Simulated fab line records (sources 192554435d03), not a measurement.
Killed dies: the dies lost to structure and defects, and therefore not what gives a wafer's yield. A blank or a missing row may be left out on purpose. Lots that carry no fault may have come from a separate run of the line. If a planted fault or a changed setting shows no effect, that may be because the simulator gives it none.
fab line records	flow n5Finfet	part 1 of 2: steps 1 to 23 of 35
record lots=5	wafers=15	lastDay=19
route steps=1938 shown BEOL_M6@1196
lots that met no fault: from a run of the same line without faults
startH: hours from the record's opening day to when the first of the lot's shown wafers began	waitH: hours elapsed since this lot's preceding step	" unchanged from the row above	L1.1+2: a row that stands for several wafers	- no value, or no start was given	* or withheld: withheld	< > ~ a bound
route shown NAME@n: a module of which the file shows steps, and the number in the route of the first	usual: mean/standard deviation taken from wafers without a fault	same: alike in all rows	chamber/n: place in a boat	sites: each site's reading	_std_site: standard deviation of those values	_edge_site: mean of outer sites minus mean of inner sites	radiusMm: for every site, how far away it sits from the centre of the wafer	mask NAME#n: copy n	behind: tool/chamber where the wafer was last shaped	hold: the reason the lot was held/the length of the hold in hours/how it ended	device: transistor that didn't switch, given as n, p or np	end of line: tests run on the same wafers once the route is complete	step lacking rows: just its recipe	killed: dies lost to structure and defects at the first sort, not the wafer's yield	map: a wafer's dies, x killed, . not, _ none there
set.NAME: the run value of the setting; set.NAME@STEP: its run value at that earlier step	model.NAME: the simulator's own value behind a step, which no gauge read
lots seen at some steps along the route; tables by step, rows by wafer
services: the hour from which a tool's chamber was out of use, counted from the record's first day as startH (under 0 if before that day), plus the number of hours and why
## steps
# step N5_BEOL_M6_THK_MEAS_01
# recipe reads=SiCOH_lowk_of_BEOL_M6_ILD_DEP_00
# usual M6_ILD_THK=154.8/2
lot.wafer	tool	chamber	startH	waitH	M6_ILD_THK[nm]
L081.2	filmMetro-02	-	284.35	0.4	155.6
L081.5	"	-	"	"	160.3
L081.6	"	-	"	"	157.0
L086.1	filmMetro-02	-	308.57	0.4	154.9
L086.4	"	-	"	"	155.9
L086.5	"	-	"	"	156.7
L089.1	filmMetro-01	-	329.55	0.4	151.3
L089.3	"	-	"	"	156.5
L089.6	"	-	"	"	157.0
L087.1	filmMetro-02	-	332.15	0.4	153.0
L087.2	"	-	"	"	153.6
L087.5	"	-	"	"	153.3
L096.2	filmMetro-01	-	370.81	0.4	154.8
L096.4	"	-	"	"	155.8
L096.5	"	-	"	"	156.1
# step N5_BEOL_M6_PECVD_70
# recipe material=SiO2	targetThkA=200	tempC=400	precursor=TEOS/O2	pressureTorr=5.5	rfW=450	teosFlowSccm=53.8	gas=O2	flowSccm=3000	timeS=22.7
# usual heaterPowerW=764/110	showerheadPlenumPTorr=8.76/0.069	throttleValvePct=22.1/0.72
lot.wafer	tool	chamber	startH	waitH	heaterPowerW	showerheadPlenumPTorr	throttleValvePct
L081.2	pecvd-02	0	284.38	0.0	703	8.72	22.9
L081.5	"	2	"	"	958	8.78	22.2
L081.6	"	1	"	"	681	8.65	22.3
L086.1	pecvd-02	0	308.60	0.0	659	8.70	22.8
L086.4	"	2	"	"	933	8.79	22.1
L086.5	"	0	"	"	639	8.70	22.9
L089.1	pecvd-02	0	329.58	0.0	657	8.69	22.8
L089.3	"	1	"	"	825	8.67	22.3
L089.6	"	2	"	"	842	8.79	22.3
L087.1	pecvd-03	1	332.19	0.0	728	8.86	22.1
L087.2	"	2	"	"	751	8.74	21.0
L087.5	"	2	"	"	755	8.76	21.1
L096.2	pecvd-03	1	370.84	0.0	644	8.84	22.1
L096.4	"	2	"	"	890	8.71	21.0
L096.5	"	1	"	"	633	8.85	22.3
# step N5_BEOL_M6_HM_DEP_02
# recipe material=TiN	targetThkA=200	tempC=25	chamberPressurePa=0.49996
# usual substrateTempC=25.00/0.11	throttleValvePct=29.8/1.1
lot.wafer	tool	chamber	startH	waitH	substrateTempC	throttleValvePct
L081.2	pvdSputter-02	-	286.79	2.4	25.01	26.8
L081.5	"	-	"	"	24.91	30.6
L081.6	"	-	"	"	25.05	30.2
L086.1	pvdSputter-01	-	309.26	0.6	24.96	28.8
L086.4	"	-	"	"	25.17	30.3
L086.5	"	-	"	"	24.99	30.6
L089.1	pvdSputter-02	-	330.35	0.7	24.68	30.7
L089.3	"	-	"	"	25.09	27.3
L089.6	"	-	"	"	24.92	30.0
L087.1	pvdSputter-02	-	332.57	0.4	25.13	30.2
L087.2	"	-	"	"	24.86	30.9
L087.5	"	-	"	"	25.15	27.0
L096.2	pvdSputter-02	-	371.39	0.5	25.14	27.2
L096.4	"	-	"	"	25.08	30.1
L096.5	"	-	"	"	25.00	27.4
# step N5_BEOL_M6_COAT_59
# recipe resist=SOC	tempC=250	timeS=60	spinRpm=1500	resistThkNm=100
lot.wafer	tool	chamber	startH	waitH
L081.2+5+6	lithoTrack-02	0	286.91	0.1
L086.1+4+5	lithoTrack-01	0	309.40	0.1
L089.1+3+6	lithoTrack-01	0	330.48	0.1
L087.1+2+5	lithoTrack-01	0	332.70	0.1
L096.2+4+5	lithoTrack-01	0	371.54	0.1
# step N5_BEOL_M6_COAT_60
# recipe resist=SiARC	tempC=220	timeS=60	spinRpm=1500	resistThkNm=35
lot.wafer	tool	chamber	startH	waitH
L081.2+5+6	lithoTrack-02	0	-	-
L086.1+4+5	lithoTrack-01	0	-	-
L089.1+3+6	lithoTrack-01	0	-	-
L087.1+2+5	lithoTrack-01	0	-	-
L096.2+4+5	lithoTrack-01	0	-	-
# step N5_BEOL_M6_COAT_05
# recipe resist=CAR-ArF	spinRpm=1500	resistThkNm=90
lot.wafer	tool	chamber	startH	waitH
L081.2+5+6	lithoTrack-02	0	-	-
L086.1+4+5	lithoTrack-01	0	-	-
L089.1+3+6	lithoTrack-01	0	-	-
L087.1+2+5	lithoTrack-01	0	-	-
L096.2+4+5	lithoTrack-01	0	-	-
# step N5_BEOL_M6_EBR_07
# recipe solvent=PGMEA	ebrWidthMm=1.5
# same ebrWidthMm=1.5
lot.wafer	tool	chamber	startH	waitH
L081.2+5+6	lithoTrack-02	0	-	-
L086.1+4+5	lithoTrack-01	0	-	-
L089.1+3+6	lithoTrack-01	0	-	-
L087.1+2+5	lithoTrack-01	0	-	-
L096.2+4+5	lithoTrack-01	0	-	-
# step N5_BEOL_M6_SOFTBAKE_06
# recipe tempC=110	timeS=60	resist=CAR-ArF
lot.wafer	tool	chamber	startH	waitH
L081.2+5+6	lithoTrack-02	0	-	-
L086.1+4+5	lithoTrack-01	0	-	-
L089.1+3+6	lithoTrack-01	0	-	-
L087.1+2+5	lithoTrack-01	0	-	-
L096.2+4+5	lithoTrack-01	0	-	-
# step N5_BEOL_M6_EXPOSE_08
# recipe maskId=M6	na=1.35	sourceShape=dipole	sigmaInner=0.817	sigmaOuter=0.97	polarization=te	doseMj=68.25
# same na=1.35	sigmaInner=0.817
lot.wafer	tool	chamber	startH	waitH	mask
L081.2+5+6	arfiScanner-01	0	287.16	-	M6#0
L086.1+4+5	arfiScanner-03	0	309.52	-	M6#0
L089.1+3+6	arfiScanner-03	0	330.72	-	M6#0
L087.1+2+5	arfiScanner-02	0	332.94	-	M6#0
L096.2+4+5	arfiScanner-02	0	371.78	-	M6#0
# step N5_BEOL_M6_PEB_09
# recipe pebTempC=withheld	pebTimeS=60	resist=CAR-ArF
lot.wafer	tool	chamber	startH	waitH
L081.2+5+6	lithoTrack-01	0	287.22	0.0
L086.1+4+5	lithoTrack-01	0	309.58	0.1
L089.1+3+6	lithoTrack-03	0	330.78	0.1
L087.1+2+5	lithoTrack-02	0	333.00	0.1
L096.2+4+5	lithoTrack-02	0	371.84	0.0
# step N5_BEOL_M6_DEVELOP_10
# recipe developTimeS=30	developer=TMAH	resist=CAR-ArF	rinseLiquid=diw	dry=airSpin	devTempC=23
# same developTimeS=30
lot.wafer	tool	chamber	startH	waitH
L081.2+5+6	lithoTrack-01	0	-	-
L086.1+4+5	lithoTrack-01	0	-	-
L089.1+3+6	lithoTrack-03	0	-	-
L087.1+2+5	lithoTrack-02	0	-	-
L096.2+4+5	lithoTrack-02	0	-	-
# step N5_BEOL_M6_CD_MEAS_11
# recipe targetCdNm=38.5	landingEnergyEv=500	detector=seInlens	polarity=opening
# usual cdNm=38.6/0.42
lot.wafer	tool	chamber	startH	waitH	cdNm
L081.2	cdSem-01	0	287.28	-	38.0
L081.5	"	0	"	"	38.7
L081.6	"	0	"	"	37.7
L086.1	cdSem-02	0	309.65	-	38.6
L086.4	"	0	"	"	38.1
L086.5	"	0	"	"	38.4
L089.1	cdSem-01	0	330.85	-	38.8
L089.3	"	0	"	"	38.9
L089.6	"	0	"	"	38.9
L087.1	cdSem-03	0	333.07	-	38.9
L087.2	"	0	"	"	38.6
L087.5	"	0	"	"	37.8
L096.2	cdSem-01	0	371.91	-	38.4
L096.4	"	0	"	"	38.1
L096.5	"	0	"	"	37.7
# step N5_BEOL_M6_OVL_MEAS_12
# recipe pointsPerWafer=44
# usual M6_OVL=-0.1/0.64
lot.wafer	tool	chamber	startH	waitH	M6_OVL[nm]
L081.2	overlay-02	0	287.31	0.0	-1.3
L081.5	"	0	"	"	0.0
L081.6	"	0	"	"	-0.2
L086.1	overlay-02	0	309.68	0.0	0.8
L086.4	"	0	"	"	0.2
L086.5	"	0	"	"	0.6
L089.1	overlay-02	0	330.88	0.0	-0.5
L089.3	"	0	"	"	0.0
L089.6	"	0	"	"	0.3
L087.1	overlay-02	0	333.10	0.0	-0.2
L087.2	"	0	"	"	-0.7
L087.5	"	0	"	"	-0.4
L096.2	overlay-01	0	371.94	0.0	0.0
L096.4	"	0	"	"	-0.6
L096.5	"	0	"	"	-0.1
# step N5_BEOL_M6_INSPECT_13
# recipe mode=adi	inspectInstrument=brightfield
# usual rawDefectCount=426/93
lot.wafer	tool	chamber	startH	waitH	rawDefectCount
L081.2	defectInspect-01	-	287.34	0.0	406
L081.5	"	-	"	"	382
L081.6	"	-	"	"	472
L086.1	defectInspect-01	-	309.70	0.0	550
L086.4	"	-	"	"	572
L086.5	"	-	"	"	462
L089.1	defectInspect-01	-	330.90	0.0	371
L089.3	"	-	"	"	420
L089.6	"	-	"	"	392
L087.1	defectInspect-02	-	333.12	0.0	470
L087.2	"	-	"	"	357
L087.5	"	-	"	"	335
L096.2	defectInspect-01	-	371.96	0.0	543
L096.4	"	-	"	"	637
L096.5	"	-	"	"	349
# step N5_BEOL_M6_DESCUM_16
# recipe chemistry=O2	timeS=7.9	sourcePowerW=50	biasPowerW=20	pressureMtorr=20	rfFrequencyHz=2.712e+07	tempC=40	resist=CAR-ArF	o2FlowSccm=225
# usual drypumpMotorCurrentA=5.8/0.42	oesProductAu=0.80/0.1	rfVppV=243.2/1	showerheadPlenumPTorr=2.09/0.038	throttleValvePct=20.32/0.21
lot.wafer	tool	chamber	startH	waitH	drypumpMotorCurrentA	oesProductAu	rfHoursCounterH	rfVppV	showerheadPlenumPTorr	throttleValvePct
L081.2	rieDiel-04	0	287.37	0.0	6.0	0.94	7	241.9	2.06	19.99
L081.5	"	2	"	"	6.2	0.71	-	243.5	2.07	20.50
L081.6	"	3	"	"	5.3	0.98	-	243.9	2.14	20.22
L086.1	rieDiel-05	1	309.74	0.0	6.3	0.81	83	242.4	2.03	20.21
L086.4	"	0	"	"	6.1	0.72	176	242.8	2.08	20.51
L086.5	"	1	"	"	6.3	0.81	-	243.9	2.03	20.22
L089.1	rieDiel-02	1	331.01	0.1	5.7	0.69	236	243.2	2.05	20.53
L089.3	"	2	"	"	4.9	0.69	224	242.4	2.07	20.76
L089.6	"	0	"	"	6.2	0.79	-	242.5	2.11	20.47
L087.1	rieDiel-04	3	333.16	0.0	5.4	0.93	17	243.5	2.13	20.24
L087.2	"	0	"	"	6.0	0.89	24	242.6	2.05	20.02
L087.5	"	1	"	"	5.3	0.95	-	245.5	2.13	19.99
L096.2	rieDiel-04	1	372.00	0.0	5.4	0.89	21	243.2	2.13	20.02
L096.4	"	1	"	"	5.4	0.90	-	244.5	2.13	20.02
L096.5	"	3	"	"	5.3	0.89	-	243.7	2.13	20.25
# step N5_BEOL_M6_ETCH_61
# recipe chemistry=CF4	target=SiARC	targetDepthA=455	maskMaterial=CAR-ArF	timeS=75.8	ionEnergyEv=80	pressureMtorr=40	sourceW=545	biasW=36	Ar_flow_sccm=100	cf4FlowSccm=100	ends=cleared
# usual drypumpMotorCurrentA=5.8/0.42	etchRfOnTimeS=75.4/1	mfcArSccm=99.97/0.3	oesProductAu=0.68/0.087	rfVppV=184.1/0.99	showerheadPlenumPTorr=2.14/0.041	throttleValvePct=15.53/0.23
lot.wafer	tool	chamber	startH	waitH	drypumpMotorCurrentA	etchRfOnTimeS	mfcArSccm	oesProductAu	rfHoursCounterH	rfVppV	showerheadPlenumPTorr	throttleValvePct
L081.2	rieDiel-04	0	287.41	0.0	6.0	74.9	100.11	0.80	7	184.2	2.11	15.15
L081.5	"	2	"	"	6.2	75.1	100.25	0.61	-	183.4	2.11	15.72
L081.6	"	3	"	"	5.4	73.7	100.48	0.85	-	184.2	2.20	15.42
L086.1	rieDiel-05	1	309.77	0.0	6.3	74.8	99.80	0.69	83	183.1	2.08	15.40
L086.4	"	0	"	"	6.1	74.7	99.80	0.61	176	184.7	2.13	15.73
L086.5	"	1	"	"	6.3	74.9	99.99	0.69	-	183.6	2.08	15.39
L089.1	rieDiel-02	1	331.04	0.0	5.7	75.3	99.79	0.60	236	184.6	2.12	15.86
L089.3	"	2	"	"	4.8	75.8	100.18	0.59	224	183.3	2.12	15.96
L089.6	"	0	"	"	6.1	76.9	99.54	0.67	-	184.0	2.15	15.59
L087.1	rieDiel-04	3	333.19	0.0	5.4	74.2	99.75	0.79	17	185.5	2.20	15.46
L087.2	"	0	"	"	6.0	73.6	100.32	0.77	24	184.9	2.10	15.19
L087.5	"	1	"	"	5.3	75.6	99.92	0.81	-	184.7	2.19	15.21
L096.2	rieDiel-04	1	372.03	0.0	5.3	76.6	99.83	0.77	21	186.3	2.18	15.22
L096.4	"	1	"	"	5.3	76.6	100.04	0.77	-	184.6	2.18	15.22
L096.5	"	3	"	"	5.3	75.0	100.57	0.76	-	184.3	2.19	15.47
# step N5_BEOL_M6_ETCH_62
# recipe chemistry=N2/H2	target=SOC	targetDepthA=1100	overetchA=220	maskMaterial=SiARC	tempC=40	timeS=165	ionEnergyEv=200	pressureMtorr=30	sourceW=840	biasW=150	n2FlowSccm=200	h2FlowSccm=200
# usual drypumpMotorCurrentA=5.8/0.43	oesProductAu=0.68/0.082	rfVppV=523.8/1.6	showerheadPlenumPTorr=2.54/0.052	throttleValvePct=17.73/0.22
lot.wafer	tool	chamber	startH	waitH	drypumpMotorCurrentA	oesProductAu	rfHoursCounterH	rfVppV	showerheadPlenumPTorr	throttleValvePct
L081.2	rieDiel-04	0	287.46	0.0	6.0	0.78	7	523.5	2.50	17.44
L081.5	"	2	"	"	6.2	0.60	-	521.8	2.51	17.86
L081.6	"	3	"	"	5.4	0.84	-	524.6	2.60	17.68
L086.1	rieDiel-05	1	309.83	0.0	6.4	0.68	83	521.7	2.46	17.47
L086.4	"	0	"	"	6.1	0.60	176	523.1	2.53	17.90
L086.5	"	1	"	"	6.3	0.68	-	522.6	2.46	17.47
L089.1	rieDiel-02	1	331.10	0.0	5.6	0.59	236	522.3	2.51	18.03
L089.3	"	2	"	"	4.9	0.59	224	522.9	2.51	18.23
L089.6	"	0	"	"	6.2	0.67	-	524.2	2.55	17.78
L087.1	rieDiel-04	3	333.25	0.0	5.3	0.77	17	525.8	2.60	17.70
L087.2	"	0	"	"	6.0	0.75	24	522.0	2.49	17.48
L087.5	"	1	"	"	5.3	0.80	-	526.6	2.61	17.43
L096.2	rieDiel-04	1	372.09	0.0	5.3	0.77	21	524.8	2.60	17.47
L096.4	"	1	"	"	5.3	0.76	-	523.8	2.60	17.46
L096.5	"	3	"	"	5.4	0.75	-	526.1	2.59	17.72
# step N5_BEOL_M6_STRIP_68
# recipe chemistry=N2/H2	tempC=40	n2FlowSccm=200	h2FlowSccm=200	rfFrequencyHz=6e+07
lot.wafer	tool	chamber	startH	waitH
L081.2+5+6	rieDiel-04	0,2,3	287.60	0.1
L086.1+4+5	rieDiel-05	1,0,1	309.96	0.1
L089.1+3+6	rieDiel-02	1,2,0	331.23	0.1
L087.1+2+5	rieDiel-04	3,0,1	333.38	0.1
L096.2+4+5	rieDiel-04	1,1,3	372.22	0.1
# step N5_BEOL_M6_STRIP_67
# recipe chemistry=CF4	resist=SiARC	powerW=300	biasPowerW=75	pressureMtorr=50	cf4FlowSccm=150	rfFrequencyHz=6e+07
# usual drypumpMotorCurrentA=5.8/0.42	oesProductAu=0.80/0.097	rfVppV=271.2/1.1	showerheadPlenumPTorr=1.80/0.033	throttleValvePct=13.50/0.25
lot.wafer	tool	chamber	startH	waitH	drypumpMotorCurrentA	oesProductAu	rfHoursCounterH	rfVppV	showerheadPlenumPTorr	throttleValvePct
L081.2	rieDiel-04	0	287.61	0.0	6.0	0.92	7	269.6	1.77	13.12
L081.5	"	2	"	"	6.3	0.72	-	271.3	1.77	13.72
L081.6	"	3	"	"	5.3	0.98	-	272.7	1.84	13.32
L086.1	rieDiel-05	1	309.97	0.0	6.3	0.80	83	270.1	1.75	13.37
L086.4	"	0	"	"	6.1	0.71	176	271.9	1.79	13.70
L086.5	"	1	"	"	6.3	0.80	-	270.8	1.75	13.38
L089.1	rieDiel-02	1	331.24	0.0	5.7	0.69	236	271.8	1.77	13.85
L089.3	"	2	"	"	4.9	0.69	224	271.5	1.77	13.96
L089.6	"	0	"	"	6.2	0.79	-	270.1	1.80	13.58
L087.1	rieDiel-04	3	333.39	0.0	5.3	0.92	17	273.2	1.84	13.38
L087.2	"	0	"	"	6.0	0.88	24	269.6	1.76	13.15
L087.5	"	1	"	"	5.3	0.94	-	272.1	1.83	13.14
L096.2	rieDiel-04	1	372.23	0.0	5.4	0.90	21	273.1	1.83	13.17
L096.4	"	1	"	"	5.3	0.90	-	271.9	1.83	13.19
L096.5	"	3	"	"	5.3	0.88	-	270.9	1.83	13.40
# step N5_BEOL_M6_HM_OPEN_17
# recipe chemistry=Cl2/BCl3	targetDepthA=200	overetchA=60	target=TiN	maskMaterial=SOC	ionEnergyEv=150	pressureMtorr=10	icpW=1000	biasW=126	Cl2_flow_sccm=53.25	bcl3FlowSccm=21.75	Ar_flow_sccm=25
# usual drypumpMotorCurrentA=6.2/0.38	mfcArSccm=24.99/0.071	oesProductAu=0.69/0.036	throttleValvePct=22.10/0.07
lot.wafer	tool	chamber	startH	waitH	drypumpMotorCurrentA	mfcArSccm	oesProductAu	rfHoursCounterH	throttleValvePct
L081.2	rieMetal-01	1	287.65	0.0	6.5	25.01	0.65	52	22.20
L081.5	"	0	"	"	6.1	24.87	0.66	-	22.03
L081.6	"	1	"	"	6.5	25.14	0.66	-	22.20
L086.1	rieMetal-01	1	310.01	0.0	6.5	24.86	0.65	54	22.19
L086.4	"	0	"	"	6.1	25.03	0.66	-	22.03
L086.5	"	0	"	"	6.1	25.14	0.66	-	22.02
L089.1	rieMetal-01	0	331.29	0.0	6.1	24.81	0.66	44	22.04
L089.3	"	1	"	"	6.5	25.06	0.65	-	22.19
L089.6	"	0	"	"	6.1	24.86	0.65	-	22.04
L087.1	rieMetal-01	1	333.44	0.0	6.5	24.91	0.65	56	22.19
L087.2	"	0	"	"	6.1	25.03	0.66	44	22.02
L087.5	"	0	"	"	6.1	25.03	0.66	-	22.02
L096.2	rieMetal-01	1	372.27	0.0	6.6	24.95	0.65	59	22.19
L096.4	"	1	"	"	6.5	24.96	0.64	-	22.19
L096.5	"	0	"	"	6.1	24.94	0.66	-	22.03
# step N5_BEOL_M6_STRIP_19
# recipe chemistry=O2	powerW=400	tempC=40	pressureMtorr=30	rfFrequencyHz=6e+07	biasPowerW=0	overashFraction=0.2	o2FlowSccm=225
# usual drypumpMotorCurrentA=5.8/0.42	oesProductAu=0.78/0.097	rfVppV=3.7/0.57	showerheadPlenumPTorr=2.10/0.04	throttleValvePct=16.61/0.22
lot.wafer	tool	chamber	startH	waitH	drypumpMotorCurrentA	oesProductAu	rfHoursCounterH	rfVppV	showerheadPlenumPTorr	throttleValvePct
L081.2	rieDiel-04	1	287.77	0.1	5.3	0.67	250	3.6	2.14	16.68
L081.5	"	0	"	"	6.0	0.93	-	4.0	2.06	16.22
L081.6	"	1	"	"	5.3	0.67	-	4.6	2.14	16.69
L086.1	rieDiel-02	1	310.32	0.3	5.7	0.69	228	3.6	2.06	16.83
L086.4	"	3	"	"	5.8	0.94	16	3.6	2.13	16.41
L086.5	"	3	"	"	5.8	0.94	-	3.5	2.13	16.42
L089.1	rieDiel-04	3	331.44	0.1	5.4	0.93	16	3.7	2.14	16.46
L089.3	"	2	"	"	6.3	0.70	240	3.4	2.07	16.84
L089.6	"	2	"	"	6.2	0.70	-	4.0	2.07	16.82
L087.1	rieDiel-05	1	333.65	0.2	6.3	0.80	92	3.4	2.03	16.47
L087.2	"	3	"	"	5.5	0.70	223	4.0	2.15	16.72
L087.5	"	0	"	"	6.1	0.70	-	3.9	2.08	16.80
L096.2	rieDiel-04	3	372.39	0.1	5.3	0.89	31	3.4	2.13	16.45
L096.4	"	0	"	"	6.0	0.87	-	4.7	2.05	16.28
L096.5	"	1	"	"	5.3	0.91	-	3.4	2.13	16.26
# step N5_BEOL_M6_CD_MEAS_18
# recipe pitchNm=80	targetCdNm=40
# usual cdNm=40.0/0.45
lot.wafer	tool	chamber	startH	waitH	cdNm
L081.2	cdSem-03	-	287.84	0.1	39.8
L081.5	"	-	"	"	40.1
L081.6	"	-	"	"	38.9
L086.1	cdSem-02	-	310.39	0.0	40.5
L086.4	"	-	"	"	39.5
L086.5	"	-	"	"	40.7
L089.1	cdSem-02	-	331.51	0.0	40.5
L089.3	"	-	"	"	40.0
L089.6	"	-	"	"	40.5
L087.1	cdSem-03	-	333.72	0.0	39.9
L087.2	"	-	"	"	39.7
L087.5	"	-	"	"	39.5
L096.2	cdSem-01	-	372.46	0.1	39.4
L096.4	"	-	"	"	39.5
L096.5	"	-	"	"	39.2
# step N5_BEOL_M6_COAT_63
# recipe resist=SOC	tempC=250	timeS=60	spinRpm=1500	resistThkNm=60
lot.wafer	tool	chamber	startH	waitH
L081.2+5+6	lithoTrack-01	0	290.41	2.6
L086.1+4+5	lithoTrack-03	0	311.53	1.1
L087.1+2+5	lithoTrack-02	0	333.89	0.2
L089.1+3+6	lithoTrack-03	0	334.21	2.7
L096.2+4+5	lithoTrack-01	0	372.75	0.3
